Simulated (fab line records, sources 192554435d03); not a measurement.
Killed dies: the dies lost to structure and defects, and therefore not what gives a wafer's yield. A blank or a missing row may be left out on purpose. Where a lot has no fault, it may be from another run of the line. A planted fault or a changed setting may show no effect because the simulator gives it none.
Matching of chambers | flow n5Finfet | rieDiel-02 running N5_GATE_CUT_DESCUM_18: 4 sister chambers
The step chemistry O2, time 7 s. 4 wafers are shown with their chamber, then 10 later ones without.

WAFERS, EACH WITH ITS CHAMBER
wafer  | chamber | throttleValvePct (%)
L086.5 | 0       | 20.11
L086.6 | 3       | 20.09
L088.1 | 1       | 20.92
L088.2 | 2       | 20.68

WAFERS WITH NO CHAMBER GIVEN
wafer  | throttleValvePct (%)
L088.3 | 20.12
L092.1 | 20.09
L092.3 | 20.13
L092.4 | 20.93
L094.2 | 20.69
L094.3 | 20.13
L094.5 | 20.12
L095.1 | 20.09
L095.2 | 20.94
L095.4 | 20.11

WHICH CHAMBER EACH ONE RAN IN
wafer  | from the rows above     | in truth
L088.3 | can't be placed: 0 or 3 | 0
L092.1 | can't be placed: 3 or 0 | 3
L092.3 | can't be placed: 0 or 3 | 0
L092.4 | 1                       | 1
L094.2 | 2                       | 2
L094.3 | can't be placed: 0 or 3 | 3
L094.5 | can't be placed: 0 or 3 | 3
L095.1 | can't be placed: 3 or 0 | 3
L095.2 | 1                       | 1
L095.4 | can't be placed: 0 or 3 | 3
Correctly placed: 3 of 10. Cannot be placed on the basis of these rows: 7; the candidates contain the true chamber in 7. 0 placed wrongly.
How it was worked out, from the rows above alone: a wafer's distance from a chamber is the root of the sum, over the readings, of the square of ((its reading less the chamber's mean) divided by the reading's scatter). The wafer belongs to the nearest chamber; if the next one is less than 2 further off, it can't be placed. Each chamber's mean is taken over the wafers shown for it. The scatter (one wafer shown for each chamber): square how far every hidden wafer sits from the nearest shown wafer, average those squares and take the square root.
